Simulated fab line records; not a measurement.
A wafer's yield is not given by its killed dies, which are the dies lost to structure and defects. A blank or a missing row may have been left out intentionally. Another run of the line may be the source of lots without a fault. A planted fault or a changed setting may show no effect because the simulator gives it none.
A struck lot beside a sound one	flow nandHarc	14 out of 1159 route steps
Sound: wafers L332.1, L332.3, L332.5. Wafers struck: L321.2, L321.4, L321.6. The cause is named last.
Per side, at each step with rows, come the tool, then ch with its chambers, and then its first start. Under that, the readings that differ: sound wafers	struck wafers	difference of the means	sigmas: that difference in standard deviations of wafers without a fault.
alike: same words and numbers on both sides, and readings whose means sit less than 2 such deviations apart. not compared: any withheld reading, any reading some wafer has no value for, any bound like >300 that may hide the same value, and any number with overlapping values for which the record gives no deviation.
Wherever a step has rows on one side only, a row that says differs or no value, or a row with sigmas, the two part there. Numbers that don't overlap but have no deviation are shown without sigmas and don't part them. Lack of a reading on every wafer of one side parts them only where that side has two or more wafers.

first, 7 steps without rows for these wafers: NHARC_A_M1_COAT_34 (time 65 s); NHARC_A_M1_COAT_03 (resist thk 90 nm); NHARC_A_M1_SOFTBAKE_04 (time 55 s); NHARC_A_M1_EBR_05; NHARC_A_M1_EXPOSE_06 (exposes mask A M1, target cd 120 nm); NHARC_A_M1_PEB_07 (peb time 65 s); NHARC_A_M1_DEVELOP_08 (develop time 35 s).
NHARC_A_M1_CD_MEAS_09: target cd 120 nm.
  sound on cdSem-03 ch 0, day 22 12:01; struck on cdSem-01 ch 0, day 19 00:53
  alike: cdNm
NHARC_A_M1_OVL_MEAS_10: pitch 240 nm.
  sound on overlay-01 at day 22 12:06; struck on overlay-01 at day 19 00:58
  alike: overlayXNm, overlayYNm
NHARC_A_M1_INSPECT_11:
  sound on defectInspect-01 at day 22 12:08; struck on defectInspect-02 at day 19 01:00
  alike: rawDefectCount
NHARC_A_M1_DESCUM_14: chemistry O2, time 3 s.
  sound on rieDiel-03 ch 0,1,3, day 22 12:13; struck on rieDiel-03 ch 1,2,3, day 19 01:04
  alike: chamberPressureMTorr, drypumpMotorCurrentA, oesProductAu, rfVppV, showerheadPlenumPTorr, throttleValvePct
  not compared: rfHoursCounterH
NHARC_A_M1_ETCH_35: etches the open film in N2/H2, target depth 40 nm, overetch 12 nm, time 43.94 s.
  sound on rieDiel-03 ch 0,2,3, day 22 12:17; struck on rieDiel-03 ch 0,1,3, day 19 01:10
  alike: chamberPressureMTorr, drypumpMotorCurrentA, oesProductAu, rfVppV, runLengthS, showerheadPlenumPTorr, throttleValvePct
  not compared: rfHoursCounterH
NHARC_A_M1_ETCH_15: etches the open film in C4F8/Ar, target depth 182.5 nm, time 91.2 s.
  sound on rieDiel-03 ch 1,3, day 22 12:22; struck on rieDiel-03 ch 2,3, day 19 01:14
reading	sound	struck	difference	sigmas
runLengthS (s)	112.1 112.3 112.6	99.9 99.7 99.7	-12.6	-31
  alike: chamberPressureMTorr, oesProductAu, rfVppV
  not compared: rfHoursCounterH
NHARC_A_M1_CD_MEAS_16:
  sound on cdSem-03 at day 22 12:30; struck on cdSem-01 at day 19 01:22
  alike: cdNm

== WHERE THEY PART ==
Only at NHARC_A_M1_ETCH_15, within this record. Later steps at which nothing parts them and some readings are alike: NHARC_A_M1_CD_MEAS_16.

WHY: what the simulator had put in
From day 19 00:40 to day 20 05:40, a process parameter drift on rieDiel-03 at NHARC_A_M1_ETCH_15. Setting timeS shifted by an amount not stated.
